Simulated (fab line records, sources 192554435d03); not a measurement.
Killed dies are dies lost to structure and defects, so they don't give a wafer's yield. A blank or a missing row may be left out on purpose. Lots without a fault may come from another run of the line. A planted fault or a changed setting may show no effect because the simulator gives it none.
A struck lot beside a sound one | flow n5_finfet | 17 steps out of a route of 1938
Sound: wafers L585.1, L585.4, L585.6. Struck: wafers L578.2, L578.3, L578.4. The cause comes at the end.
At each step with rows: each side's tool, then ch and its chambers, then its first start. Under that, the readings that differ: sound wafers | struck wafers | difference of the means | sigmas: that difference in standard deviations of wafers without a fault.
alike: readings whose means differ by less than 2 such deviations, and words and numbers that are the same on both sides. not compared: withheld readings, readings that some wafer has no value for, bounds like >300 that may hide the same value, and numbers for which the record gives no deviation and whose values overlap.
The two part at a step that has a row with sigmas, a row that says differs or no value, or rows on one side only. Numbers that don't overlap but have no deviation are shown without sigmas and don't part them. A reading that every wafer of one side lacks parts them only if that side has two wafers or more.

first, 11 steps without rows for these wafers: N5_MOL_CONTACT_COAG_DESCUM_88 (chemistry O2, time 7 s); N5_MOL_CONTACT_COAG_ETCH_89 (etches underlayer in N2/H2, target depth 13 nm, time 10.4 s); N5_MOL_CONTACT_COAG_ETCH_90 (etches SiARC in CF4, target depth 13 nm, time 21.7 s); N5_MOL_CONTACT_COAG_ALD_131 (deposits SiO2, target thk 5 nm, pulse time 1 s, co reactant pulse time 1 s); N5_MOL_CONTACT_COAG_ETCHBACK_132 (etches SiO2 in CHF3, target depth 10 nm, time 6.7 s); N5_MOL_CONTACT_COAG_ETCH_91 (etches SOC in N2/H2, target depth 60 nm, overetch 21 nm, time 101.2 s); N5_MOL_CONTACT_COAG_STRIP_92 (strips in N2/H2); N5_MOL_CONTACT_COAG_STRIP_93 (strips in N2/H2); N5_MOL_CONTACT_COAG_ETCHBACK_135 (etches SiO2 in CHF3, target depth 25 nm, time 16.7 s); N5_MOL_CONTACT_COAG_STRIP_118 (strips in CHF3); N5_MOL_CONTACT_COAG_VIA_ETCH_46 (etches SiO2 in C4F6/O2, target depth 46 nm, overetch 9.2 nm, time 40 s).
N5_MOL_CONTACT_COAG_STRIP_96: strips in N2/H2.
  sound on rie_diel-03 ch 0,3, day 9 14:26; struck on rie_diel-05 ch 0,1,3, day 7 15:23
  no value came back on the struck wafers for any of 7 readings (bias_power_w (W), chamber_pressure_mTorr (mTorr) and others); on the sound wafers bias_power_w (W) reads 27.93 28.02 28.00
  reading                                            | sound | struck       | difference | sigmas
  model.SOC_of_MOL_CONTACT_COAG_COAT_75.thk_nm (nm)  | 0 0 0 | 51.2 50.8 51 | +51.0      |
  model.SiO2_of_MOL_CONTACT_COAG_ALD_131.thk_nm (nm) | 0 0 0 | 5 5 5        | +5         |
  not compared: rf_hours_counter_h
then, 1 step without rows for these wafers: N5_MOL_CONTACT_COAG_ETCH_47 (etches SiNx in CH3F/O2, stops on W, target depth 27 nm).
N5_MOL_CONTACT_COAG_STRIP_119: strips in N2/H2, time 30 s.
  sound on plasma_asher-02 ch 0,1, day 9 14:34; struck on plasma_asher-01 ch 0,1, day 7 15:31
  reading                                           | sound | struck         | difference | sigmas
  model.SOC_of_MOL_CONTACT_COAG_COAT_75.thk_nm (nm) | 0 0 0 | 26.6 26.4 26.4 | +26.5      |
  alike: drypump_motor_current_A, h2_flow_sccm, heater_power_w
  not compared: rf_hours_counter_h
then, 1 step without rows for these wafers: N5_MOL_CONTACT_COAG_PRECLEAN_144 (cleans in alkaline clean, time 60 s).
N5_BEOL_M4_RC_MEAS_101:
  the record has rows for the sound wafers here (prober-02 ch 0, day 12 12:32) and none for the struck ones
-- the record jumps here: 7 days lie between the struck wafers' starts before and after (it left off in module BEOL_M4 and takes up again in module PASSIVATION, whose first step shown is number 1936 of the route) --
N5_PASSIVATION_PROBE_49:
  the record has rows for the struck wafers here (prober-01, day 14 12:58) and none for the sound ones

WHERE THEY PART
First at N5_MOL_CONTACT_COAG_STRIP_96; last, within this record, at N5_PASSIVATION_PROBE_49.

WHY: what the simulator had put in
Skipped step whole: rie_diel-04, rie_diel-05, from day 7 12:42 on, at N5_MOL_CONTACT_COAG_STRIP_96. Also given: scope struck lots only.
